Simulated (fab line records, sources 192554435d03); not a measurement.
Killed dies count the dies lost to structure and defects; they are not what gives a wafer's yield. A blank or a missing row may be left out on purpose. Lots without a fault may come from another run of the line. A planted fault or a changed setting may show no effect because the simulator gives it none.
Chamber matching || flow n5 finfet || 4 sister chambers for N5_MOL_CONTACT_COAG_STRIP_96 on rie diel-05
The step strips in N2/H2. 4 wafers are shown with their chamber, then 10 later ones without.

WAFERS, EACH WITH ITS CHAMBER
{"wafer": "L091.3", "chamber": 2, "drypump motor current A (A)": 5.2}
{"wafer": "L091.6", "chamber": 1, "drypump motor current A (A)": 5.7}
{"wafer": "L092.2", "chamber": 0, "drypump motor current A (A)": 5.4}
{"wafer": "L092.3", "chamber": 3, "drypump motor current A (A)": 6.5}

WAFERS WHOSE CHAMBER IS MISSING
{"wafer": "L092.4", "drypump motor current A (A)": 5.2}
{"wafer": "L094.1", "drypump motor current A (A)": 6.5}
{"wafer": "L094.2", "drypump motor current A (A)": 5.4}
{"wafer": "L094.3", "drypump motor current A (A)": 5.2}
{"wafer": "L094.4", "drypump motor current A (A)": 5.6}
{"wafer": "L094.5", "drypump motor current A (A)": 5.6}
{"wafer": "L094.6", "drypump motor current A (A)": 5.4}
{"wafer": "L097.2", "drypump motor current A (A)": 5.4}
{"wafer": "L097.4", "drypump motor current A (A)": 6.5}
{"wafer": "L097.5", "drypump motor current A (A)": 5.6}

WHICH CHAMBER EACH WENT THROUGH
{"wafer": "L092.4", "from the rows above": 2, "in truth": 2}
{"wafer": "L094.1", "from the rows above": 3, "in truth": 3}
{"wafer": "L094.2", "from the rows above": 0, "in truth": 0}
{"wafer": "L094.3", "from the rows above": 2, "in truth": 2}
{"wafer": "L094.4", "from the rows above": "can't be placed: 1 or 0", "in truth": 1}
{"wafer": "L094.5", "from the rows above": "can't be placed: 1 or 0", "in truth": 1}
{"wafer": "L094.6", "from the rows above": 0, "in truth": 0}
{"wafer": "L097.2", "from the rows above": 0, "in truth": 0}
{"wafer": "L097.4", "from the rows above": 3, "in truth": 3}
{"wafer": "L097.5", "from the rows above": "can't be placed: 1 or 0", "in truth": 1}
7 of 10 placed correctly. From these rows, 3 cannot be placed; in 3 the true chamber is one of the candidates. Placed wrongly: 0.
How it was worked out, from the rows above alone: a wafer's distance from a chamber is the root of the sum, over the readings, of the square of ((its reading less the chamber's mean) divided by the reading's scatter). The wafer belongs to the nearest chamber; if the next one is less than 2 further off, it can't be placed. The mean given for a chamber averages the wafers shown for that chamber. The scatter: root of mean squared gap, hidden wafer to nearest shown wafer, with one shown wafer a chamber.
